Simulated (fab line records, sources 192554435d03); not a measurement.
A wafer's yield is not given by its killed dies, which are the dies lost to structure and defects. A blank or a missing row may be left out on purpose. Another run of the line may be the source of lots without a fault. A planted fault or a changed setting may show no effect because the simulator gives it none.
What tool caused it?	flow n5-finfet	route of 1938 steps, sampled at 1 step: 12 lots, 35 wafers

== WHAT THE GAUGES SHOWED, per wafer ==
N5_BEOL_M11_OCD_MEAS_38.
lot	measured	on	trench-depth-nm (nm)
L931	day 10 16:50	ocd-01	150.4 151.9 152.7
L932	day 11 05:31	ocd-02	146.7 149.7 148.2
L934	day 11 13:48	ocd-02	148.1 146.0 150.2
L936	day 11 23:35	ocd-02	148.4 148.3 147.5
L937	day 12 04:17	ocd-02	150.7 147.6 149.2
L938	day 12 13:27	ocd-02	152.2 153.0 153.1
L940	day 12 19:50	ocd-01	149.1 150.7 151.2
L942	day 14 00:00	ocd-02	150.6 150.3 151.4
L944	day 14 07:04	ocd-01	150.0 147.5 148.7
L948	day 14 07:14	ocd-02	149.5 146.4 147.4
L947	day 14 12:44	ocd-01	148.2 150.3
L951	day 15 14:12	ocd-02	153.0 150.9 150.6

== WHICH TOOL RAN EACH LOT (tool, then ch and the chambers of the sampled wafers, then the start) ==
There is no process step in the record ahead of these readings.

== WHAT THE TOOLS THEMSELVES READ (means of the sampled wafers that have a number; where no wafer has one, the mark that the record gives instead) ==
The record holds no such reading with a usual standard deviation.

== THE ANSWER, worked out from the rows above alone ==
Rule: what is usual is taken from the lots themselves. The widest of any qualifying gaps counts: lots, ordered by their means at a reading, are off when they make up no more than a third of the lots, leave a main group of 4 or more, and stand apart from it by 3 or more times the standard deviation of that group's means. If all means in a main group match to the digits the tables above print for the reading, that group is not used. Also off: a lot with no number at a reading for which 4 or more lots have one. All remaining lots with rows at the step are treated as sound. The gauges are gone through in route order, then the tools' own readings, and for those a lot's mean is taken as printed above. At the first step where some lot is off, the reading lying furthest off is the one used; lots without a number count as furthest.
No lot is off on any of the readings shown, so nothing can be concluded from this.

== WHAT THE SIMULATOR PUT IN ==
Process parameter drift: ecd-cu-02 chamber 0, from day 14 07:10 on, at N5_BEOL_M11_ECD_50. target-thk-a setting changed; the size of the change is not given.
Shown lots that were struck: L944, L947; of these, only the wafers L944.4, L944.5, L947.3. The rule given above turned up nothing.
